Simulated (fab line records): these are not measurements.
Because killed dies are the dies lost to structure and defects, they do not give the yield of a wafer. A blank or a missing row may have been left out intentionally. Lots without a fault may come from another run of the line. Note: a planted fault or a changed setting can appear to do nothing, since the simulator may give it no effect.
Shared-tool check + flow n5_finfet + Sampled: 10 lots, 27 wafers

## WHAT PROMPTED THE OPENING
At N5_SD_EPI_P_INSPECT_26 the reading raw_defect_count is flagged on 2 of 10 lots. No-fault wafers: 177, standard deviation 42.
Rule: a lot is flagged when every wafer of it that has a number lies more than 4 standard deviations from that mean, or none has a number. The rest of the lots are taken to be sound.

| lot  | measured    | on                | raw_defect_count, wafer by wafer | flag    |
|------|-------------|-------------------|----------------------------------|---------|
| L230 | day 3 11:50 | defect_inspect-02 | 189 148 215                      |         |
| L232 | day 3 20:10 | defect_inspect-02 | 89 157 122                       |         |
| L233 | day 4 02:06 | defect_inspect-02 | 141 160                          |         |
| L234 | day 4 10:19 | defect_inspect-01 | 191 212 197                      |         |
| L236 | day 5 01:35 | defect_inspect-02 | 246 311                          |         |
| L246 | day 7 10:14 | defect_inspect-01 | 1628 1560 1521                   | FLAGGED |
| L247 | day 7 15:11 | defect_inspect-01 | 1582 1483 1551                   | FLAGGED |
| L249 | day 8 03:04 | defect_inspect-01 | 234 158                          |         |
| L250 | day 8 13:04 | defect_inspect-01 | 185 228 249                      |         |
| L253 | day 9 05:58 | defect_inspect-01 | 286 203 175                      |         |
On average the flagged lots' numbers are 1554, which is +1377 against the usual, or +33 standard deviations.

## WHICH TOOL EACH LOT WENT THROUGH
The record keeps 1 process step preceding the reading, out of 1938 steps on the route. Read each cell as the tool, then ch plus the chambers that the sampled wafers visited, then the start.
| lot  | flag    | N5_SD_EPI_P_EPI_21             |
|------|---------|--------------------------------|
| L230 |         | epi_rpcvd-04 ch 0, day 3 10:11 |
| L232 |         | epi_rpcvd-04 ch 0, day 3 18:10 |
| L233 |         | epi_rpcvd-02 ch 0, day 4 00:05 |
| L234 |         | epi_rpcvd-04 ch 0, day 4 07:57 |
| L236 |         | epi_rpcvd-01 ch 0, day 4 23:56 |
| L246 | FLAGGED | epi_rpcvd-04 ch 0, day 7 08:13 |
| L247 | FLAGGED | epi_rpcvd-04 ch 0, day 7 13:32 |
| L249 |         | epi_rpcvd-02 ch 0, day 8 01:23 |
| L250 |         | epi_rpcvd-01 ch 0, day 8 09:59 |
| L253 |         | epi_rpcvd-01 ch 0, day 9 03:58 |
These steps, and what they do:
- N5_SD_EPI_P_EPI_21: deposits SiGe:B, time 355 s.
- N5_SD_EPI_P_INSPECT_26: inspects for defects (darkfield).

## FLAGGED AGAINST TOTAL, ONE TOOL AT A TIME (gauges that did the reading follow at the end)
| step                   | tool              | lots run | flagged | share of the flagged lots | sound lots run after its first flagged lot |
|------------------------|-------------------|----------|---------|---------------------------|--------------------------------------------|
| N5_SD_EPI_P_EPI_21     | epi_rpcvd-01      | 3        | 0       | none                      | -                                          |
| N5_SD_EPI_P_EPI_21     | epi_rpcvd-02      | 2        | 0       | none                      | -                                          |
| N5_SD_EPI_P_EPI_21     | epi_rpcvd-04      | 5        | 2       | all                       | 0                                          |
| N5_SD_EPI_P_INSPECT_26 | defect_inspect-01 | 6        | 2       | all                       | 3 (L249,L250,L253)                         |
| N5_SD_EPI_P_INSPECT_26 | defect_inspect-02 | 4        | 0       | none                      | -                                          |

## THE TABLE: WHAT IT ALLOWS
epi_rpcvd-04 at N5_SD_EPI_P_EPI_21 and defect_inspect-01 at N5_SD_EPI_P_INSPECT_26 are the 2 rows of the table that ran each flagged lot.
- epi_rpcvd-04 at N5_SD_EPI_P_EPI_21 ran 5 lots, 2 of them flagged. Its last sound lot is L234 (day 4 07:57), its first flagged lot L246 (day 7 08:13): a fault that began between those two fits.
- defect_inspect-01 at N5_SD_EPI_P_INSPECT_26 ran 6 lots, 2 of them flagged. Sound lots ran on it after the first flagged one (L249, L250, L253), which a lasting fault on the whole tool wouldn't allow.
epi_rpcvd-04 at N5_SD_EPI_P_EPI_21 is the single tool remaining.

## WHAT THE SIMULATOR HAD PUT IN
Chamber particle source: epi_rpcvd-04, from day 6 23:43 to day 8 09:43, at N5_SD_EPI_P_EPI_21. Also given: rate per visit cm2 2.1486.
Lots struck among those shown: L246, L247. Same finding as the rule above.
